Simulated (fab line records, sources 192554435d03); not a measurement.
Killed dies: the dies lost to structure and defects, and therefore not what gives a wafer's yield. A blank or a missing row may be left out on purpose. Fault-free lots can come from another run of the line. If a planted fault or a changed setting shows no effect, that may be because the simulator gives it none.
A lot that was struck, set against a sound lot    flow n5-finfet    32 out of 1938 route steps
Sound: wafers L292.3, L292.5, L292.6. Struck: wafer L303.3. (L303.1, L303.5 of the same lot were not struck and are left out.) The cause comes at the end.
Per side, at each step with rows, come the tool, then ch with its chambers, and then its first start. Under that, the readings that differ: sound wafers    struck wafers    difference of the means    sigmas: that difference in standard deviations of wafers without a fault.
alike: a reading whose means differ by less than 2 such deviations, as well as words and numbers matching on both sides. not compared: withheld readings; readings where some wafer has no value; bounds like >300 that might hide an equal value; numbers whose values overlap and for which the record gives no deviation.
Wherever a step has rows on one side only, a row that says differs or no value, or a row with sigmas, the two part there. Numbers that don't overlap but have no deviation are shown without sigmas and don't part them. A reading missing from all wafers of one side parts the sides only when that side holds two or more wafers.

first, 7 steps without rows for these wafers: N5_BEOL_M15_COAT_22 (resist thk 800 nm); N5_BEOL_M15_EBR_24; N5_BEOL_M15_SOFTBAKE_23 (time 60 s); N5_BEOL_M15_EXPOSE_25 (exposes mask M15, target cd 400 nm); N5_BEOL_M15_PEB_26 (peb time 90 s); N5_BEOL_M15_DEVELOP_27 (develop time 45 s); N5_BEOL_M15_HARDBAKE_32 (time 120 s).
N5_BEOL_M15_CD_MEAS_28 targets a cd of 407.6 nm.
  sound on cd-sem-01 ch 0, day 14 00:53; struck on cd-sem-03 ch 0, day 16 05:26
  alike: cd-nm
N5_BEOL_M15_OVL_MEAS_29:
  sound on overlay-01 ch 0, day 14 00:55; struck on overlay-01 ch 0, day 16 05:28
  alike: M15_OVL
N5_BEOL_M15_INSPECT_30: inspects for defects (macro).
  sound on defect-inspect-02, day 14 00:56; struck on defect-inspect-02, day 16 05:29
  alike: raw-defect-count
then, 1 step without rows for these wafers: N5_BEOL_M15_DESCUM_33 (chemistry O2, time 7.9 s).
N5_BEOL_M15_ETCH_61: etches BARC in N2/H2, target depth 89 nm, overetch 26.7 nm, time 67.9 s.
  sound on rie-diel-06 ch 0,2, day 14 01:14; struck on rie-diel-01 ch 3, day 16 06:55
  alike: drypump-motor-current-A, oes-product-au, rf-fwd-power-W, rf-vpp-V, showerhead-plenum-p-Torr, throttle-valve-pct
  not compared: rf-hours-counter-h
N5_BEOL_M15_TRENCH_ETCH_34: etches SiO2 in C4F8/O2/Ar, target depth 872.93 nm, time 199 s.
  sound on rie-diel-06 ch 0,2, day 14 01:17; struck on rie-diel-01 ch 3, day 16 06:58
reading                                     sound            struck  difference  sigmas
model.etch.depth-nm (nm)                    845.6 885.5 851  1173    +312        
model.coat_of_BEOL_M15_COAT_22.thk-nm (nm)  551.6 540 552    483.6   -64.3       
  alike: drypump-motor-current-A, oes_o_777_au, oes-product-au, rf-fwd-power-W, rf-vpp-V, showerhead-plenum-p-Torr, throttle-valve-pct
  not compared: rf-hours-counter-h, model.BEOL_M15.cd-nm
then, 7 steps without rows for these wafers: N5_BEOL_M15_STRIP_36 (strips in O2); N5_BEOL_M15_STRIP_62 (strips in O2); N5_BEOL_M15_STRIP_37 (strips in O2); N5_BEOL_M15_ETCH_38 (etches SiCN in CF4/N2, target depth 106.4 nm, time 120.5 s); N5_BEOL_M15_PRECLEAN_39 (cleans in residue remover, time 60 s); N5_BEOL_M15_SRD_40 (time 30 s, dry time 30 s); N5_BEOL_M15_DEGAS_41 (time 60 s).
N5_BEOL_M15_PRE_CLEAN_42: time 30 s.
  sound on pvd-sputter-03, day 14 01:58; struck on pvd-sputter-02, day 16 11:05
  alike: heater-power-w
N5_BEOL_M15_SPUTTER_43: material TaN, target thk 15 nm, time 24.19 s.
  sound on pvd-sputter-03, day 14 02:01; struck on pvd-sputter-02, day 16 11:08
  alike: throttle-valve-pct
N5_BEOL_M15_SPUTTER_44: material Ta, target thk 15 nm, time 24.19 s.
  sound on pvd-sputter-03, day 14 02:05; struck on pvd-sputter-02, day 16 11:13
  alike: throttle-valve-pct
then, 3 steps without rows for these wafers: N5_BEOL_M15_SPUTTER_45 (material Cu, target thk 100 nm, time 16.67 s); N5_BEOL_M15_ECD_47 (material Cu, target thk 1860 nm); N5_BEOL_M15_ANNEAL_48 (time 90 s).
N5_BEOL_M15_CMP_49: polishes, stops on SiO2, t overpolish 4.9 s, target thk 850 nm.
  sound on cmp-04 ch 2,3, day 14 03:37; struck on cmp-04 ch 0, day 16 11:59
reading                                  sound            struck  difference  sigmas
model.Cu_of_BEOL_M15_ECD_47.thk-nm (nm)  821.8 862.2 830  1151    +313        
  alike: clearing-platen-down-force-psi, motor-current-A
N5_BEOL_M15_THK_MEAS_50: measures by xrf.
  sound on film-metro-02, day 14 03:55; struck on film-metro-01, day 16 12:16
reading       sound        struck  difference  sigmas
M15_THK (nm)  829 873 840  1187    +340        +14
then, 1 step without rows for these wafers: N5_BEOL_M15_PRE_CLEAN_52 (time 15 s).
N5_BEOL_M15_DEP_53: deposits SiCN from 3MS/NH3, target thk 50 nm, time 17.8 s.
  sound on pecvd-03 ch 0,1, day 14 03:59; struck on pecvd-04 ch 0, day 16 12:20
  alike: chamber-pressure-Torr, rf-fwd-power-W, showerhead-plenum-p-Torr, throttle-valve-pct
N5_BEOL_M15_RS_MEAS_54: the measuring method here is four-point-probe.
  sound on film-metro-02, day 14 04:03; struck on film-metro-01, day 16 12:24
reading          sound                 struck  difference  sigmas
M15_RS (ohm/sq)  0.0223 0.0212 0.0221  0.0159  -0.0060     -12
N5_BEOL_M15_INSPECT_55: inspects for defects (darkfield).
  sound on defect-inspect-01, day 14 04:04; struck on defect-inspect-01, day 16 12:26
  alike: raw-defect-count

## WHERE THEY PART
Last at N5_BEOL_M15_RS_MEAS_54 as far as this record goes, first at N5_BEOL_M15_THK_MEAS_50. Later steps at which nothing parts them and some readings are alike: N5_BEOL_M15_INSPECT_55.

WHY: what had been put in by the simulator
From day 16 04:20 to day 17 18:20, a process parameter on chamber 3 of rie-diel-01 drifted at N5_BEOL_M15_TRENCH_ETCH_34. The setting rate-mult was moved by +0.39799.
